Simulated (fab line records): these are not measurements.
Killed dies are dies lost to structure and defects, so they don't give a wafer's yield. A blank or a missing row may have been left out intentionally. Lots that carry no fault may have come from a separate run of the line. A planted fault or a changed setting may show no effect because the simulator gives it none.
A struck lot beside a sound one | flow n5 finfet | 18 steps out of a route of 1938
Sound: these wafers, L571.1, L571.3, L571.6. Wafers struck: L588.2, L588.4, L588.6. The cause comes at the end.
Order at every step that has rows: each side's tool, ch and its chambers, its first start. Under that, the readings that differ: sound wafers | struck wafers | difference of the means | sigmas: that difference in standard deviations of wafers without a fault.
alike: readings with means less than 2 such deviations apart, plus words and numbers identical on both sides. not compared: withheld readings, readings lacking a value on some wafer, bounds such as >300 that could conceal the same value, and numbers that have no deviation in the record and whose values overlap.
The two part at a step that has a row with sigmas, a row that says differs or no value, or rows on one side only. Numbers that have no deviation but don't overlap get no sigmas and don't part them. A reading that every wafer of one side lacks parts them only if that side has two wafers or more.

N5_BEOL_M9_ETCH_62: etches SOC in N2/H2, target depth 110 nm, overetch 22 nm, time 165 s.
  sound on rie diel-03 ch 1,3, day 11 03:35; struck on rie diel-03 ch 1,2, day 15 21:20
  alike: bias w, drypump motor current A, oes product au, rf vpp V, showerhead plenum p Torr, throttle valve pct
  not compared: rf hours counter h
then, 1 step without rows for these wafers: N5_BEOL_M9_STRIP_68 (strips in N2/H2).
N5_BEOL_M9_STRIP_67: strips in CF4.
  sound on rie diel-03 ch 1,3, day 11 03:44; struck on rie diel-03 ch 1,2, day 15 21:28
  alike: drypump motor current A, oes product au, rf vpp V, showerhead plenum p Torr, throttle valve pct
  not compared: rf hours counter h
N5_BEOL_M9_HM_OPEN_17: chemistry Cl2/BCl3, target TiN, target depth 20 nm, overetch 6 nm.
  sound on rie metal-01 ch 0, day 11 03:46; struck on rie metal-03 ch 0, day 15 21:31
  reading                     | sound             | struck            | difference | sigmas
  drypump motor current A (A) | 6.1 6.1 6.1       | 5.2 5.2 5.2       | -0.9       | -2
  throttle valve pct (%)      | 21.94 21.96 21.95 | 22.59 22.57 22.59 | +0.63      | +3
  alike: bias w, oes product au
  not compared: rf hours counter h
N5_BEOL_M9_STRIP_19: strips in O2.
  sound on rie diel-06 ch 0,1, day 11 03:57; struck on rie diel-06 ch 0,2,3, day 15 21:49
  reading               | sound          | struck         | difference | sigmas
  oes product au (a.u.) | 0.89 0.88 0.89 | 0.71 0.83 0.71 | -0.14      | -2
  alike: drypump motor current A, rf vpp V, showerhead plenum p Torr, throttle valve pct
  not compared: rf hours counter h
N5_BEOL_M9_CD_MEAS_18: pitch 140 nm, target cd 70 nm.
  sound on cd sem-03 at day 11 04:01; struck on cd sem-02 at day 15 21:53
  alike: cd nm
then, 6 steps without rows for these wafers: N5_BEOL_M9_COAT_63 (time 60 s, resist thk 60 nm); N5_BEOL_M9_COAT_64 (time 60 s, resist thk 12 nm); N5_BEOL_M9_COAT_75 (time 60 s, resist thk 5 nm); N5_BEOL_M9_COAT_22 (resist thk 30 nm); N5_BEOL_M9_EBR_24; N5_BEOL_M9_SOFTBAKE_23 (time 60 s).
N5_BEOL_M9_EXPOSE_25: exposes mask V8.
  sound on euv scanner-02 ch 0, day 11 06:02; struck on euv scanner-01 ch 0, day 15 23:10
  reading              | sound             | struck            | difference | sigmas
  exposure dose mJ cm2 | 37.20 37.20 37.20 | 35.12 35.09 35.07 | -2.11      | -7
  alike: mask
then, 2 steps without rows for these wafers: N5_BEOL_M9_PEB_26 (peb time 60 s); N5_BEOL_M9_DEVELOP_27 (develop time 30 s).
N5_BEOL_M9_CD_MEAS_28: target cd 70 nm.
  sound on cd sem-02 ch 0, day 11 06:10; struck on cd sem-03 ch 0, day 15 23:17
  reading    | sound             | struck            | difference | sigmas
  cd nm (nm) | 70.44 70.31 69.84 | 68.31 67.82 67.92 | -2.18      | -9
N5_BEOL_M9_OVL_MEAS_29:
  sound on overlay-02 ch 0, day 11 06:12; struck on overlay-01 ch 0, day 15 23:20
  alike: V8_OVL
-- record jumps: 3 days separate the struck wafers' starts on either side; left off in module BEOL_M9, taken up again in module PASSIVATION, whose first shown step is the route's number 1936 --
N5_PASSIVATION_PROBE_49:
  sound on prober-02 at day 13 23:44; struck on prober-02 at day 18 20:02
  alike: defect limited yield, killed_at_M0_to_M3, killed_at_M4_up, killed at contacts, killed at front end, killed at other, killed dies, killed on rim, killed open, killed short, sort_bin_4_leakage, sort_bin_5_function, sort_bin_6_memory, sort n pass, sort yield pct

## WHERE THEY PART
First at N5_BEOL_M9_HM_OPEN_17; last, within this record, at N5_BEOL_M9_CD_MEAS_28. Later steps at which nothing parts them and some readings are alike: N5_BEOL_M9_OVL_MEAS_29, N5_PASSIVATION_PROBE_49.

WHY: whatever the simulator had introduced
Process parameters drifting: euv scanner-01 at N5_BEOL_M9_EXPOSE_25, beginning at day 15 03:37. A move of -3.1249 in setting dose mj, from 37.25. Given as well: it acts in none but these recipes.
